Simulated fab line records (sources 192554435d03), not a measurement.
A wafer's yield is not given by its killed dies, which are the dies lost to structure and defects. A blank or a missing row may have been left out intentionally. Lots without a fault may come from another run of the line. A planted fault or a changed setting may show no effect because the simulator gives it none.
A lot that was struck, set against a sound lot | flow n5 finfet | 38 steps out of a route of 1938
Sound: the wafers L781.4, L781.5, L781.6. Struck: wafer L790.4 (L790.5, L790.6, from the same lot, were not struck and are left out); the cause is given at the end.
Order at every step that has rows: each side's tool, ch and its chambers, its first start. Under that, the readings that differ: sound wafers | struck wafers | difference of the means | sigmas: that difference in standard deviations of wafers without a fault.
alike: a reading whose means differ by less than 2 such deviations, as well as words and numbers matching on both sides. not compared: withheld readings; readings where some wafer has no value; bounds like >300 that might hide an equal value; numbers whose values overlap and for which the record gives no deviation.
Wherever a step has rows on one side only, a row that says differs or no value, or a row with sigmas, the two part there. Numbers that have no deviation but don't overlap get no sigmas and don't part them. A reading that every wafer of one side lacks parts them only if that side has two wafers or more.

first, 10 steps without rows for these wafers: N5_FIN_CUT_STRIP_22 (strips in N2/H2); N5_FIN_CUT_PRECLEAN_36 (cleans in O3/DIW, time 60 s); N5_FIN_CUT_SRD_32 (time 30 s); N5_FIN_CUT_UV_OZONE_34 (time 120 s); N5_STI_FIN_REVEAL_ALD_00 (deposits SiO2, target thk 1 nm, pulse time 1 s); N5_STI_FIN_REVEAL_ALD_14 (deposits Si3N4, target thk 3 nm); N5_STI_FIN_REVEAL_FCVD_FILL_01 (material SiO2 flowable, target thk 312 nm, time 512.2 s); N5_STI_FIN_REVEAL_DENSIFY_02 (time 1800 s); N5_STI_FIN_REVEAL_CMP_04 (polishes, stops on Si3N4, t overpolish 4 s, target thk 131.83 nm); N5_STI_FIN_REVEAL_DENSIFY_30.
N5_STI_FIN_REVEAL_ETCHBACK_08: etches SiO2 in C4F6/O2, target depth 30.5 nm, time 10.167 s.
  sound on rie diel-04 ch 0,3, day 5 03:29; struck on rie diel-04 ch 1, day 7 12:01
  alike: drypump motor current A, oes product au, rf vpp V, showerhead plenum p Torr, throttle valve pct
  not compared: rf hours counter h
then, 16 steps without rows for these wafers: N5_STI_FIN_REVEAL_STRIP_24 (strips in N2/H2, time 90 s); N5_STI_FIN_REVEAL_PRECLEAN_25 (cleans in SPM, time 90 s); N5_STI_FIN_REVEAL_PRECLEAN_26 (cleans in SC1, time 45 s); N5_STI_FIN_REVEAL_PRECLEAN_29 (cleans in DHF, time 30 s); N5_STI_FIN_REVEAL_SRD_12 (time 30 s); N5_STI_FIN_REVEAL_RECESS_09 (chemistry HF/NH3, target SiO2, afs cycles 11, target depth 42.5 nm, sublimation time 60 s); N5_STI_FIN_REVEAL_STRIP_16 (strips SiNx in H3PO4, target depth 23.8 nm); N5_STI_FIN_REVEAL_PRECLEAN_17 (cleans in NF3:NH3, afs cycles 1, time 20 s, sublimation time 60 s); N5_STI_FIN_REVEAL_ETCH_34 (etches Si in H2, material Si, target depth 0.97 nm); N5_STI_FIN_REVEAL_OXIDATION_31 (chemistry O2 PLASMA REMOTE, time 20 s); N5_STI_FIN_REVEAL_PRECLEAN_32 (cleans in NF3:NH3, afs cycles 1, time 20 s, sublimation time 60 s); N5_STI_FIN_REVEAL_STRIP_35 (strips Si3N4 in H3PO4, target depth 4 nm, time 39 s); N5_STI_FIN_REVEAL_SRD_21 (time 30 s); N5_STI_FIN_REVEAL_OXIDATION_33 (chemistry O2 PLASMA REMOTE, time 20 s); N5_STI_FIN_REVEAL_CLEAN_19 (cleans in O3/DIW, time 120 s); N5_STI_FIN_REVEAL_SRD_23 (time 30 s).
N5_STI_FIN_REVEAL_FIN_H_MEAS_10:
  sound: ocd-01 at day 5 06:41; struck: ocd-02 at day 7 14:58
  reading              | sound          | struck | difference | sigmas
  trench depth nm (nm) | 52.2 52.4 51.2 | 66.0   | +14.1      | +24
then, 9 steps without rows for these wafers: N5_STI_FIN_REVEAL_PRECLEAN_18 (cleans in SC2, time 45 s); N5_STI_FIN_REVEAL_SRD_28 (time 30 s); N5_DUMMY_GATE_PRECLEAN_00 (cleans in O3/DIW, time 60 s); N5_DUMMY_GATE_SRD_01 (time 30 s); N5_DUMMY_GATE_ALD_02 (deposits SiO2, target thk 2 nm, pulse time 1 s); N5_DUMMY_GATE_CVD_03 (deposits a-Si from SiH4, target thk 150 nm, time 8042 s); N5_DUMMY_GATE_PRECLEAN_46 (cleans in DIW, time 89.5 s); N5_DUMMY_GATE_SRD_47 (dry time 32 s); N5_DUMMY_GATE_CMP_04 (polishes a-Si).
-- here the record skips 6 days between the struck wafers' starts before and after, leaving off in module DUMMY_GATE and picking up in module BEOL_M4 (first step shown: number 1111 of the route) --
N5_BEOL_M4_RC_MEAS_101:
  sound on prober-01 ch 0, day 11 14:02; struck on prober-02 ch 0, day 13 16:12
  reading        | sound             | struck | difference | sigmas
  DIBL_N (mV/V)  | 36.9 37.3 34.5    | 32.9   | -3.3       | -3
  DIBL_P (mV/V)  | 36.8 37.2 34.0    | 33.3   | -2.7       | -2
  IOFF_N (nA/um) | 0.174 0.191 0.137 | 0.115  | -0.052     | -3
  IOFF_P (nA/um) | 0.242 0.256 0.197 | 0.148  | -0.084     | -3
  ION_N (uA/um)  | 679 685 658       | 728    | +54        | +6
  SS_N (mV/dec)  | 71.8 71.7 71.2    | 70.5   | -1.1       | -2
  SS_P (mV/dec)  | 73.6 74.4 72.6    | 71.9   | -1.6       | -3
  alike: ION_P, VT_N, VT_P

## WHERE THEY PART
First at N5_STI_FIN_REVEAL_FIN_H_MEAS_10; last, within this record, at N5_BEOL_M4_RC_MEAS_101.

WHY: the cause the simulator had injected
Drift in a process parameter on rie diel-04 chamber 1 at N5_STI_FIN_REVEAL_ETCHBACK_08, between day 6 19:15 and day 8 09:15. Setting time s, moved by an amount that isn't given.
